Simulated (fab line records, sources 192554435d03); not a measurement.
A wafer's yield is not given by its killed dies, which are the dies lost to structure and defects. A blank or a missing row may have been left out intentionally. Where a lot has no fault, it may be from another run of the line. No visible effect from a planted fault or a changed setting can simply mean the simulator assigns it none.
fab line records	flow n5_finfet	part 1 of 2: steps 1 to 16 of 25
record lots=5	wafers=15	last_day=17
route steps=1938 shown MOL_CONTACT_COAG@609 BEOL_M0_SAQP@632
lots that met no fault: from a run of the same line without faults
start_h: the number of hours between the record's first day and the start of the first shown wafer of the lot	wait_h: hours since the lot's step before	" unchanged from the row above	L1.1+2: a single row standing in for several wafers	- no value present, or no start provided	* or withheld: withheld	< > ~ a bound
route shown NAME@n: NAME is a module with steps in the file, n the number in the route of the first one	usual: average and standard deviation across the fault-free wafers	same: alike in all rows	chamber/n: place in a boat	sites: the reading at each site	_std_site: the standard deviation of these	_edge_site: inner sites' mean taken away from outer sites' mean	radius_mm: how far each site lies from the wafer's centre	mask NAME#n: copy n	behind: the tool/chamber that last shaped the wafer	hold: the reason the lot was held/the length of the hold in hours/how it ended	device: transistor that didn't switch, given as n, p or np	end of line: tests of these same wafers at the route's end	for a step that has no rows: nothing shown but its recipe	killed: dies that structure and defects cost at the first sort, which is not the same as the wafer's yield	map: shows each die of a wafer: x if killed, . if not, _ if none is there
set.NAME: the run value of the setting; set.NAME@STEP: its run value at that earlier step	model.NAME: the simulator's own value behind a step, which no gauge read
a table for each step, a row for each wafer; lots at some steps of the route
services: the hour from which a tool's chamber was out of use, counted from the record's first day as start_h (under 0 if before that day), plus the number of hours and why
## steps
# step N5_MOL_CONTACT_COAG_ETCHBACK_134
# recipe chemistry=CHF3	target=SiO2	target_depth_a=100	time_s=6.7	ion_energy_ev=200	pressure_mtorr=30	source_w=610	bias_w=170	Ar_flow_sccm=200	CHF3_flow_sccm=50
# usual drypump_motor_current_A=5.6/0.36	oes_product_au=0.81/0.092	rf_vpp_V=522/8.5	showerhead_plenum_p_Torr=2.41/0.077	throttle_valve_pct=18.58/0.21
lot.wafer	tool	chamber	start_h	wait_h	drypump_motor_current_A	oes_product_au	rf_hours_counter_h	rf_vpp_V	showerhead_plenum_p_Torr	throttle_valve_pct
L080.3	rie_diel-05	1	148.32	0.2	5.4	0.67	248	524	2.33	18.91
L080.5	"	0	"	"	5.6	0.88	-	525	2.49	18.43
L080.6	"	3	"	"	5.7	0.71	-	539	2.36	18.56
L084.1	rie_diel-04	1	164.66	0.1	5.3	0.97	1	516	2.34	18.20
L084.2	"	2	"	"	5.7	0.74	173	508	2.48	18.92
L084.4	"	0	"	"	5.9	0.76	168	524	2.37	18.57
L090.1	rie_diel-05	0	202.08	0.1	5.5	0.85	59	526	2.48	18.45
L090.2	"	3	"	"	5.7	0.70	216	538	2.35	18.59
L090.5	"	1	"	"	5.4	0.98	-	524	2.33	18.52
L094.3	rie_diel-04	1	225.83	0.2	5.4	0.89	21	517	2.33	18.22
L094.5	"	3	"	"	5.0	0.88	-	525	2.53	18.51
L094.6	"	0	"	"	5.9	0.74	-	525	2.36	18.61
L095.1	rie_diel-04	2	226.34	0.3	5.7	0.73	193	510	2.47	18.96
L095.5	"	1	"	"	5.4	0.89	-	516	2.33	18.23
L095.6	"	2	"	"	5.7	0.73	-	510	2.47	18.97
# step N5_MOL_CONTACT_COAG_ETCH_67
# recipe chemistry=N2/H2	target=SOC	target_depth_a=600	overetch_a=210	mask_material=SiARC	temp_c=40	time_s=101.2	ion_energy_ev=200	pressure_mtorr=30	source_w=840	bias_w=150	n2_flow_sccm=200	h2_flow_sccm=200
# usual drypump_motor_current_A=5.6/0.36	oes_product_au=0.68/0.074	rf_vpp_V=524.9/2.2	showerhead_plenum_p_Torr=2.58/0.083	temp_c=39.99/0.12	throttle_valve_pct=17.72/0.22
lot.wafer	tool	chamber	start_h	wait_h	drypump_motor_current_A	oes_product_au	rf_hours_counter_h	rf_vpp_V	showerhead_plenum_p_Torr	temp_c	throttle_valve_pct
L080.3	rie_diel-05	1	148.35	0.0	5.4	0.57	248	522.2	2.51	40.20	18.18
L080.5	"	0	"	"	5.6	0.74	-	528.4	2.71	39.95	17.76
L080.6	"	3	"	"	5.7	0.60	-	524.8	2.51	40.01	17.54
L084.1	rie_diel-04	1	164.69	0.0	5.4	0.81	1	521.3	2.52	40.02	17.49
L084.2	"	2	"	"	5.7	0.62	173	527.8	2.64	39.98	18.08
L084.4	"	0	"	"	5.9	0.64	168	522.8	2.54	39.94	17.70
L090.1	rie_diel-05	0	202.12	0.0	5.6	0.71	59	527.5	2.70	39.91	17.79
L090.2	"	3	"	"	5.7	0.59	216	523.6	2.50	39.73	17.58
L090.5	"	1	"	"	5.4	0.79	-	523.0	2.51	40.16	17.76
L094.3	rie_diel-04	1	225.86	0.0	5.4	0.76	21	521.4	2.51	40.05	17.53
L094.5	"	3	"	"	5.0	0.73	-	526.9	2.69	39.91	17.65
L094.6	"	0	"	"	5.9	0.63	-	523.9	2.54	39.94	17.75
L095.1	rie_diel-04	2	226.37	0.0	5.7	0.61	193	527.0	2.63	39.91	18.09
L095.5	"	1	"	"	5.4	0.75	-	521.7	2.51	40.00	17.53
L095.6	"	2	"	"	5.7	0.61	-	526.7	2.63	39.90	18.11
# step N5_MOL_CONTACT_COAG_STRIP_68
# recipe chemistry=N2/H2	temp_c=40	n2_flow_sccm=200	h2_flow_sccm=200	rf_frequency_hz=6e+07
lot.wafer	tool	chamber	start_h	wait_h
L080.3+5+6	rie_diel-05	1,0,3	148.42	0.0
L084.1+2+4	rie_diel-04	1,2,0	164.77	0.0
L090.1+2+5	rie_diel-05	0,3,1	202.19	0.0
L094.3+5+6	rie_diel-04	1,3,0	225.93	0.0
L095.1+5+6	rie_diel-04	2,1,2	226.44	0.0
# step N5_MOL_CONTACT_COAG_STRIP_69
# recipe chemistry=N2/H2	temp_c=40	n2_flow_sccm=200	h2_flow_sccm=200	rf_frequency_hz=6e+07
lot.wafer	tool	chamber	start_h	wait_h
L080.3+5+6	rie_diel-05	1,0,3	148.43	0.0
L084.1+2+4	rie_diel-04	1,2,0	164.78	0.0
L090.1+2+5	rie_diel-05	0,3,1	202.20	0.0
L094.3+5+6	rie_diel-04	1,3,0	225.94	0.0
L095.1+5+6	rie_diel-04	2,1,2	226.45	0.0
# step N5_MOL_CONTACT_COAG_ETCHBACK_136
# recipe chemistry=CHF3	target=SiO2	target_depth_a=250	time_s=16.7	ion_energy_ev=200	pressure_mtorr=30	source_w=610	bias_w=170	Ar_flow_sccm=200	CHF3_flow_sccm=50
# usual drypump_motor_current_A=5.6/0.36	oes_product_au=0.81/0.091	rf_vpp_V=522/8.4	showerhead_plenum_p_Torr=2.41/0.077	throttle_valve_pct=18.58/0.21
lot.wafer	tool	chamber	start_h	wait_h	drypump_motor_current_A	oes_product_au	rf_hours_counter_h	rf_vpp_V	showerhead_plenum_p_Torr	throttle_valve_pct
L080.3	rie_diel-05	1	148.44	0.0	5.4	0.67	248	524	2.33	18.92
L080.5	"	0	"	"	5.6	0.88	-	525	2.49	18.43
L080.6	"	3	"	"	5.7	0.72	-	538	2.36	18.57
L084.1	rie_diel-04	1	164.79	0.0	5.4	0.97	1	516	2.34	18.21
L084.2	"	2	"	"	5.7	0.75	173	509	2.48	18.92
L084.4	"	0	"	"	5.9	0.76	168	525	2.37	18.57
L090.1	rie_diel-05	0	202.21	0.0	5.6	0.84	59	526	2.48	18.46
L090.2	"	3	"	"	5.7	0.70	216	538	2.35	18.62
L090.5	"	1	"	"	5.4	0.97	-	524	2.33	18.52
L094.3	rie_diel-04	1	225.95	0.0	5.4	0.88	21	516	2.33	18.24
L094.5	"	3	"	"	5.0	0.88	-	526	2.53	18.50
L094.6	"	0	"	"	5.9	0.74	-	524	2.36	18.62
L095.1	rie_diel-04	2	226.46	0.0	5.7	0.73	193	509	2.47	18.98
L095.5	"	1	"	"	5.4	0.88	-	516	2.33	18.23
L095.6	"	2	"	"	5.7	0.73	-	510	2.47	18.97
# step N5_MOL_CONTACT_COAG_STRIP_120
# recipe chemistry=CHF3	resist=SiARC	rf_frequency_hz=6e+07
lot.wafer	tool	chamber	start_h	wait_h
L080.3+5+6	rie_diel-05	1,0,3	148.46	0.0
L084.1+2+4	rie_diel-04	1,2,0	164.81	0.0
L090.1+2+5	rie_diel-05	0,3,1	202.23	0.0
L094.3+5+6	rie_diel-04	1,3,0	225.98	0.0
L095.1+5+6	rie_diel-04	2,1,2	226.49	0.0
# step N5_MOL_CONTACT_COAG_VIA_ETCH_117
# recipe chemistry=C4F6/O2	target_depth_a=400	overetch_a=80	mask_material=SOC	target=SiO2	bias_w=455	pressure_mtorr=10	time_s=26	source_w=325	Ar_flow_sccm=300	C4F6_flow_sccm=10	O2_flow_sccm=10	ion_energy_ev=575.3	ends=end_point
# usual O2_flow_sccm=9.996/0.027	drypump_motor_current_A=5.6/0.36	oes_o_777_au=0.81/0.091	oes_product_au=0.72/0.079	rf_vpp_V=1581/25	showerhead_plenum_p_Torr=2.88/0.091	throttle_valve_pct=41.0/0.48
lot.wafer	tool	chamber	start_h	wait_h	O2_flow_sccm	drypump_motor_current_A	oes_o_777_au	oes_product_au	rf_hours_counter_h	rf_vpp_V	showerhead_plenum_p_Torr	throttle_valve_pct
L080.3	rie_diel-05	1	148.47	0.0	9.994	5.4	0.69	0.61	248	1586	2.79	41.5
L080.5	"	0	"	"	10.019	5.6	0.89	0.79	-	1593	2.97	40.2
L080.6	"	3	"	"	9.997	5.7	0.71	0.64	-	1631	2.82	41.0
L084.1	rie_diel-04	1	164.82	0.0	10.007	5.4	0.98	0.87	1	1563	2.78	40.7
L084.2	"	2	"	"	10.016	5.7	0.78	0.66	173	1545	2.96	41.8
L084.4	"	0	"	"	10.022	5.9	0.74	0.68	168	1585	2.83	40.6
L090.1	rie_diel-05	0	202.24	0.0	10.037	5.6	0.86	0.76	59	1593	2.96	40.2
L090.2	"	3	"	"	10.010	5.7	0.70	0.63	216	1632	2.81	41.0
L090.5	"	1	"	"	9.996	5.4	0.95	0.84	-	1587	2.79	41.2
L094.3	rie_diel-04	1	225.99	0.0	9.940	5.4	0.90	0.81	21	1562	2.77	40.8
L094.5	"	3	"	"	10.014	5.0	0.89	0.78	-	1591	3.01	41.3
L094.6	"	0	"	"	9.925	5.9	0.73	0.67	-	1586	2.82	40.6
L095.1	rie_diel-04	2	226.50	0.0	9.979	5.7	0.76	0.65	193	1545	2.95	41.8
L095.5	"	1	"	"	9.988	5.4	0.91	0.80	-	1561	2.77	40.8
L095.6	"	2	"	"	10.007	5.7	0.76	0.65	-	1545	2.95	41.8
# step N5_MOL_CONTACT_COAG_ETCH_124
# recipe chemistry=CH3F/O2	target=SiNx	target_depth_a=65	mask_material=SOC	stop_on=SiOC	over_etch_frac=0.3	ion_energy_ev=120	pressure_mtorr=30	source_w=395	bias_w=73	Ar_flow_sccm=150	CH3F_flow_sccm=30	O2_flow_sccm=20	ends=end_point
# usual O2_flow_sccm=19.99/0.065	drypump_motor_current_A=5.6/0.36	oes_o_777_au=0.82/0.092	oes_product_au=0.69/0.076	rf_vpp_V=296/5	showerhead_plenum_p_Torr=2.03/0.067	throttle_valve_pct=16.17/0.21
lot.wafer	tool	chamber	start_h	wait_h	O2_flow_sccm	drypump_motor_current_A	oes_o_777_au	oes_product_au	rf_hours_counter_h	rf_vpp_V	showerhead_plenum_p_Torr	throttle_valve_pct
L080.3	rie_diel-05	1	148.50	0.0	19.91	5.4	0.69	0.58	248	297	1.96	16.60
L080.5	"	0	"	"	20.07	5.6	0.89	0.76	-	299	2.10	16.03
L080.6	"	3	"	"	19.91	5.7	0.72	0.61	-	306	1.99	16.22
L084.1	rie_diel-04	1	164.85	0.0	19.86	5.3	0.99	0.83	1	293	1.96	15.76
L084.2	"	2	"	"	20.01	5.7	0.77	0.63	173	290	2.09	16.51
L084.4	"	0	"	"	19.93	5.9	0.75	0.65	168	299	1.99	16.19
L090.1	rie_diel-05	0	202.27	0.0	20.07	5.6	0.85	0.73	59	300	2.09	16.08
L090.2	"	3	"	"	20.05	5.7	0.70	0.60	216	306	1.98	16.26
L090.5	"	1	"	"	20.02	5.4	0.97	0.82	-	298	1.96	16.11
L094.3	rie_diel-04	1	226.02	0.0	20.02	5.4	0.92	0.77	21	293	1.95	15.79
L094.5	"	3	"	"	19.98	5.0	0.89	0.75	-	299	2.13	16.07
L094.6	"	0	"	"	20.09	5.9	0.73	0.63	-	298	1.98	16.25
L095.1	rie_diel-04	2	226.52	0.0	19.94	5.7	0.75	0.62	193	288	2.08	16.57
L095.5	"	1	"	"	19.98	5.3	0.92	0.76	-	292	1.95	15.79
L095.6	"	2	"	"	19.98	5.7	0.75	0.62	-	289	2.08	16.55
# step N5_MOL_CONTACT_COAG_ETCH_48
# recipe chemistry=C4F6/O2	target_depth_a=150	overetch_a=45	mask_material=SOC	target=SiOC	bias_w=465	pressure_mtorr=10	time_s=17	source_w=335	Ar_flow_sccm=300	C4F6_flow_sccm=10	O2_flow_sccm=10	ion_energy_ev=576
# usual O2_flow_sccm=10.00/0.031	drypump_motor_current_A=5.6/0.36	oes_o_777_au=0.81/0.092	oes_product_au=0.66/0.083	rf_vpp_V=1583/25	showerhead_plenum_p_Torr=2.88/0.091	throttle_valve_pct=40.5/0.45
lot.wafer	tool	chamber	start_h	wait_h	O2_flow_sccm	drypump_motor_current_A	oes_o_777_au	oes_product_au	rf_hours_counter_h	rf_vpp_V	showerhead_plenum_p_Torr	throttle_valve_pct
L080.3	rie_diel-05	1	148.54	0.0	9.97	5.4	0.68	0.58	248	1589	2.79	41.0
L080.5	"	0	"	"	9.97	5.6	0.89	0.76	-	1594	2.97	39.8
L080.6	"	3	"	"	10.00	5.7	0.71	0.60	-	1633	2.82	40.5
L084.1	rie_diel-04	1	164.89	0.0	10.05	5.4	0.98	0.81	1	1565	2.78	40.3
L084.2	"	2	"	"	10.04	5.7	0.78	0.66	173	1547	2.96	41.3
L084.4	"	0	"	"	9.97	5.9	0.74	0.67	168	1590	2.83	40.2
L090.1	rie_diel-05	0	202.31	0.0	9.99	5.5	0.86	0.73	59	1593	2.96	39.8
L090.2	"	3	"	"	10.01	5.7	0.69	0.61	216	1633	2.81	40.5
L090.5	"	1	"	"	9.97	5.4	0.96	0.82	-	1590	2.79	40.7
L094.3	rie_diel-04	1	226.06	0.0	9.98	5.4	0.91	0.76	21	1565	2.77	40.3
L094.5	"	3	"	"	10.00	5.0	0.89	0.69	-	1592	3.01	40.8
L094.6	"	0	"	"	10.01	5.9	0.74	0.61	-	1588	2.82	40.2
L095.1	rie_diel-04	2	226.56	0.0	9.96	5.7	0.76	0.59	193	1549	2.95	41.3
L095.5	"	1	"	"	10.00	5.4	0.90	0.73	-	1564	2.77	40.3
L095.6	"	2	"	"	10.01	5.7	0.76	0.63	-	1548	2.95	41.3
# step N5_MOL_CONTACT_COAG_STRIP_72
# recipe chemistry=N2/H2	power_w=450	temp_c=40	pressure_mtorr=20	rf_frequency_hz=6e+07	overash_fraction=3	bias_power_w=7	h2_frac=0.5	n2_flow_sccm=200	h2_flow_sccm=200
# usual bias_power_w=6.998/0.02	drypump_motor_current_A=5.6/0.36	oes_product_au=0.81/0.089	rf_vpp_V=59.2/1.9	showerhead_plenum_p_Torr=2.58/0.083	temp_c=40.02/0.11	throttle_valve_pct=23.6/0.31
lot.wafer	tool	chamber	start_h	wait_h	bias_power_w	drypump_motor_current_A	oes_product_au	rf_hours_counter_h	rf_vpp_V	showerhead_plenum_p_Torr	temp_c	throttle_valve_pct
L080.3	rie_diel-05	1	148.60	0.0	6.966	5.4	0.67	248	61.6	2.51	40.13	24.1
L080.5	"	0	"	"	7.009	5.6	0.88	-	60.3	2.71	40.17	23.7
L080.6	"	3	"	"	7.002	5.7	0.72	-	59.6	2.50	39.92	23.2
L084.1	rie_diel-04	1	164.94	0.0	6.988	5.4	0.95	1	60.2	2.52	40.22	23.5
L084.2	"	2	"	"	7.021	5.7	0.76	173	64.3	2.63	40.08	24.1
L084.4	"	0	"	"	7.012	5.9	0.78	168	57.4	2.54	39.92	23.4
L090.1	rie_diel-05	0	202.36	0.0	6.962	5.5	0.86	59	59.4	2.70	40.03	23.7
L090.2	"	3	"	"	6.971	5.7	0.71	216	59.5	2.49	39.90	23.2
L090.5	"	1	"	"	7.004	5.4	0.97	-	58.4	2.50	39.95	23.8
L094.3	rie_diel-04	1	226.11	0.0	7.012	5.4	0.90	21	57.2	2.51	39.75	23.6
L094.5	"	3	"	"	6.993	5.0	0.87	-	61.6	2.69	39.95	23.6
L094.6	"	0	"	"	7.011	5.9	0.75	-	61.6	2.53	40.05	23.4
L095.1	rie_diel-04	2	226.62	0.0	6.985	5.7	0.72	193	59.1	2.62	39.98	24.1
L095.5	"	1	"	"	7.007	5.4	0.89	-	58.3	2.51	40.01	23.5
L095.6	"	2	"	"	6.990	5.7	0.73	-	61.7	2.62	40.03	24.1
# step N5_MOL_CONTACT_COAG_STRIP_49
# recipe chemistry=N2/H2	time_s=30	power_w=1000	temp_c=250	pressure_mtorr=withheld	n2_flow_sccm=1750	h2_flow_sccm=3250
# usual drypump_motor_current_A=5.8/0.36	heater_power_w=346/10	temp_c=249.99/0.15
lot.wafer	tool	chamber	start_h	wait_h	drypump_motor_current_A	heater_power_w	rf_hours_counter_h	temp_c
L080.3	plasma_asher-02	1	148.75	-	6.2	327	-	249.90
L080.5	"	1	"	"	6.2	338	-	249.96
L080.6	"	0	"	"	5.7	352	-	250.09
L084.1	plasma_asher-02	0	165.02	-	5.7	354	111	250.08
L084.2	"	1	"	"	6.2	340	111	250.03
L084.4	"	0	"	"	5.7	348	-	249.86
L090.1	plasma_asher-01	0	202.45	-	5.2	345	52	250.17
L090.2	"	1	"	"	5.9	353	52	249.74
L090.5	"	0	"	"	5.2	339	-	250.17
L094.3	plasma_asher-02	1	226.21	-	6.2	329	-	250.00
L094.5	"	1	"	"	6.2	340	-	250.05
L094.6	"	0	"	"	5.7	349	-	250.14
L095.1	plasma_asher-01	1	226.70	-	5.9	351	56	249.82
L095.5	"	0	"	"	5.2	343	-	250.17
L095.6	"	1	"	"	5.9	349	-	249.98
# step N5_MOL_CONTACT_COAG_PRECLEAN_138
# recipe chemistry=alkaline_clean	temp_c=60	time_s=60	do_ppb=50
# usual temp_c=60.02/0.11
lot.wafer	tool	chamber	start_h	wait_h	temp_c
L080.3	wet_bench-02	0	148.82	0.0	59.94
L080.5	"	2	"	"	60.20
L080.6	"	7	"	"	59.92
L084.1	wet_bench-03	6	165.11	0.1	60.12
L084.2	"	1	"	"	60.06
L084.4	"	2	"	"	60.07
L090.1	wet_bench-03	5	202.53	0.1	60.09
L090.2	"	3	"	"	60.04
L090.5	"	1	"	"	60.07
L094.3	wet_bench-02	0	226.28	0.0	60.03
L094.5	"	5	"	"	60.05
L094.6	"	3	"	"	60.12
L095.1	wet_bench-03	1	226.79	0.1	59.94
L095.5	"	5	"	"	60.00
L095.6	"	7	"	"	60.10
# step N5_MOL_CONTACT_COAG_SRD_139
# recipe dry=ipa_marangoni	time_s=30	temp_c=23	rinse_liquid=diw
# usual temp_c=23.02/0.11
lot.wafer	tool	chamber	start_h	wait_h	temp_c
L080.3	wet_bench-02	0	148.84	0.0	23.00
L080.5	"	2	"	"	22.82
L080.6	"	7	"	"	22.87
L084.1	wet_bench-03	6	165.13	0.0	23.05
L084.2	"	1	"	"	23.23
L084.4	"	2	"	"	23.11
L090.1	wet_bench-03	5	202.55	0.0	23.01
L090.2	"	3	"	"	23.26
L090.5	"	1	"	"	23.14
L094.3	wet_bench-02	0	226.30	0.0	23.08
L094.5	"	5	"	"	23.23
L094.6	"	3	"	"	23.16
L095.1	wet_bench-03	1	226.81	0.0	23.06
L095.5	"	5	"	"	22.82
L095.6	"	7	"	"	22.96
# step N5_MOL_CONTACT_COAG_CD_MEAS_101
# recipe target_cd_nm=16
# usual cd_nm=16.0/0.33
lot.wafer	tool	chamber	start_h	wait_h	cd_nm
L080.3	cd_sem-03	-	148.88	0.0	15.8
L080.5	"	-	"	"	16.3
L080.6	"	-	"	"	15.7
L084.1	cd_sem-03	-	165.17	0.0	16.2
L084.2	"	-	"	"	16.4
L084.4	"	-	"	"	16.5
L090.1	cd_sem-02	-	202.59	0.0	15.4
L090.2	"	-	"	"	15.5
L090.5	"	-	"	"	15.4
L094.3	cd_sem-03	-	226.34	0.0	15.9
L094.5	"	-	"	"	16.0
L094.6	"	-	"	"	15.7
L095.1	cd_sem-03	-	226.84	0.0	15.2
L095.5	"	-	"	"	15.6
L095.6	"	-	"	"	16.2
# step N5_MOL_CONTACT_COAG_PRE_CLEAN_121
# recipe gas=H2/He	time_s=*	temp_c=withheld
lot.wafer	tool	chamber	start_h	wait_h	since_wet_clean_h
L080.3	cvd_w-01	0	148.96	0.1	-
L080.5	"	1	"	"	-
L080.6	"	0	"	"	-
L084.1	cvd_w-02	0	165.21	0.0	847
L084.2	"	1	"	"	847
L084.4	"	1	"	"	-
L090.1	cvd_w-02	0	202.63	0.0	885
L090.2	"	1	"	"	885
L090.5	"	0	"	"	-
L094.3	cvd_w-02	0	226.41	0.1	-
L094.5	"	1	"	"	-
L094.6	"	0	"	"	-
L095.1	cvd_w-01	0	226.89	0.0	395
L095.5	"	0	"	"	-
L095.6	"	1	"	"	-
# step N5_MOL_CONTACT_COAG_CVD_140
# recipe material=W	target_thk_a=665	mode=selective_fill	temp_c=300	time_s=215
# usual heater_power_w=475/78
lot.wafer	tool	chamber	start_h	wait_h	heater_power_w	since_wet_clean_h
L080.3	cvd_w-01	0	149.10	0.1	602	-
L080.5	"	1	"	"	410	-
L080.6	"	0	"	"	589	-
L084.1	cvd_w-02	0	165.30	0.1	404	847
L084.2	"	1	"	"	471	847
L084.4	"	1	"	"	489	-
L090.1	cvd_w-02	0	202.72	0.1	402	885
L090.2	"	1	"	"	476	885
L090.5	"	0	"	"	409	-
L094.3	cvd_w-02	0	226.55	0.1	408	-
L094.5	"	1	"	"	491	-
L094.6	"	0	"	"	411	-
L095.1	cvd_w-01	0	226.98	0.1	598	395
L095.5	"	0	"	"	615	-
L095.6	"	1	"	"	409	-
